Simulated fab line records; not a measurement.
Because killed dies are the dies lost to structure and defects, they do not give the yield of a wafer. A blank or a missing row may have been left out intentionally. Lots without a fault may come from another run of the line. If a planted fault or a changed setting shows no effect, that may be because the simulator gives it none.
Matching of chambers | flow n5 finfet | N5_BEOL_M13_VIA_ETCH_16 on rie diel-04 has 4 sister chambers
The step etches SiOC in C4F8/O2/Ar, target depth 921.7 nm. 8 wafers are shown with their chamber, then 10 later ones without.

== WAFERS WITH THEIR CHAMBER ==
wafer  | chamber | throttle valve pct (%) | showerhead plenum p Torr (Torr)
L086.4 | 2       | 24.39                  | 3.46
L089.1 | 1       | 24.00                  | 3.31
L089.6 | 2       | 24.39                  | 3.45
L093.3 | 0       | 24.14                  | 3.41
L093.4 | 3       | 24.41                  | 3.46
L093.6 | 0       | 24.13                  | 3.41
L092.3 | 3       | 24.41                  | 3.46
L092.4 | 1       | 23.99                  | 3.31

== WAFERS WITHOUT THEIR CHAMBER ==
wafer  | throttle valve pct (%) | showerhead plenum p Torr (Torr)
L092.6 | 24.13                  | 3.41
L094.1 | 24.42                  | 3.46
L094.5 | 24.43                  | 3.46
L094.6 | 24.13                  | 3.41
L096.1 | 24.01                  | 3.31
L096.5 | 24.43                  | 3.46
L096.6 | 24.42                  | 3.45
L097.1 | 24.42                  | 3.45
L097.2 | 24.43                  | 3.46
L097.3 | 24.02                  | 3.31

== WHICH CHAMBER EACH ONE RAN IN ==
wafer  | from the rows above | in truth
L092.6 | 0                   | 0
L094.1 | 3                   | 3
L094.5 | 3                   | 3
L094.6 | 0                   | 0
L096.1 | 1                   | 1
L096.5 | 3                   | 3
L096.6 | 3                   | 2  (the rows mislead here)
L097.1 | 3                   | 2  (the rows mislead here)
L097.2 | 3                   | 3
L097.3 | 1                   | 1
Correctly placed: 8 of 10. Not placeable from these rows: 0. 2 placed wrongly.
How it was worked out, from the rows above alone: a wafer's distance from a chamber is the root of the sum, over the readings, of the square of ((its reading less the chamber's mean) divided by the reading's scatter). If the next closest chamber is less than 2 further off than the closest, the wafer can't be placed; otherwise it belongs to the closest. A chamber's mean is the mean of its shown wafers. The scatter: the root of (the sum of the squares of (reading less its chamber's mean) over the shown wafers, divided by (wafers less chambers)).
